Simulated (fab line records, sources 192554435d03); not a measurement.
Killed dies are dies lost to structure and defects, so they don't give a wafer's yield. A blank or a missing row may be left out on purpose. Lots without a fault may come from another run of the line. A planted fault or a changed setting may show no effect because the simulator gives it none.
Chamber matching | flow n5_finfet | N5_BEOL_M3_ETCH_77 on rie_diel-03: 4 sister chambers
The step etches underlayer in N2/H2, target depth 6.5 nm, time 5.2 s. 18 wafers are shown with their chamber, then 9 later ones without.

WAFERS WITH THEIR CHAMBER
wafer  | chamber | drypump_motor_current_A (A) | showerhead_plenum_p_Torr (Torr) | oes_product_au (a.u.)
L076.2 | 0       | 5.2                         | 2.55                            | 0.68
L076.3 | 1       | 5.9                         | 2.50                            | 0.81
L076.4 | 2       | 6.6                         | 2.51                            | 0.62
L079.3 | 0       | 5.3                         | 2.55                            | 0.67
L079.4 | 1       | 5.8                         | 2.50                            | 0.81
L079.6 | 1       | 5.9                         | 2.50                            | 0.81
L081.2 | 1       | 5.9                         | 2.50                            | 0.80
L081.3 | 0       | 5.2                         | 2.55                            | 0.67
L081.5 | 2       | 6.6                         | 2.51                            | 0.61
L083.4 | 2       | 6.6                         | 2.51                            | 0.61
L083.5 | 1       | 5.8                         | 2.49                            | 0.79
L083.6 | 0       | 5.3                         | 2.54                            | 0.67
L089.2 | 2       | 6.6                         | 2.50                            | 0.61
L089.4 | 0       | 5.3                         | 2.54                            | 0.66
L089.6 | 1       | 5.8                         | 2.49                            | 0.75
L092.1 | 3       | 6.4                         | 2.61                            | 0.59
L092.3 | 2       | 6.6                         | 2.50                            | 0.61
L092.4 | 0       | 5.3                         | 2.53                            | 0.66

SIGNATURES (means of the wafers above)
reading                  | chamber 0 | chamber 1 | chamber 2 | chamber 3 | scatter within a chamber
drypump_motor_current_A  | 5.267     | 5.850     | 6.600     | 6.400     | 0.045
showerhead_plenum_p_Torr | 2.5433    | 2.4967    | 2.5060    | 2.6100    | 0.00647
oes_product_au           | 0.6683    | 0.7950    | 0.6120    | 0.5900    | 0.0149
Rule: a wafer's distance from a chamber is the root of the sum, over the readings, of the square of ((its reading less the chamber's mean) divided by the reading's scatter). The wafer belongs to the nearest chamber; if the next one is less than 2 further off, it can't be placed. The scatter: the root of (the sum of the squares of (reading less its chamber's mean) over the shown wafers, divided by (wafers less chambers)).

WAFERS WITHOUT THEIR CHAMBER
wafer  | drypump_motor_current_A (A) | showerhead_plenum_p_Torr (Torr) | oes_product_au (a.u.)
L095.1 | 5.2                         | 2.53                            | 0.65
L095.2 | 5.9                         | 2.48                            | 0.73
L095.4 | 5.8                         | 2.48                            | 0.75
L093.1 | 6.4                         | 2.60                            | 0.59
L093.5 | 6.4                         | 2.60                            | 0.59
L093.6 | 5.9                         | 2.48                            | 0.74
L096.4 | 5.8                         | 2.48                            | 0.74
L096.5 | 6.4                         | 2.60                            | 0.58
L096.6 | 5.3                         | 2.53                            | 0.65

WHICH CHAMBER EACH WENT THROUGH
wafer  | from the rows above | in truth
L095.1 | 0                   | 0
L095.2 | 1                   | 1
L095.4 | 1                   | 1
L093.1 | 3                   | 3
L093.5 | 3                   | 3
L093.6 | 1                   | 1
L096.4 | 1                   | 1
L096.5 | 3                   | 3
L096.6 | 0                   | 0
Placed correctly: 9 of 9. Can't be placed from these rows: 0. Placed wrongly: 0.
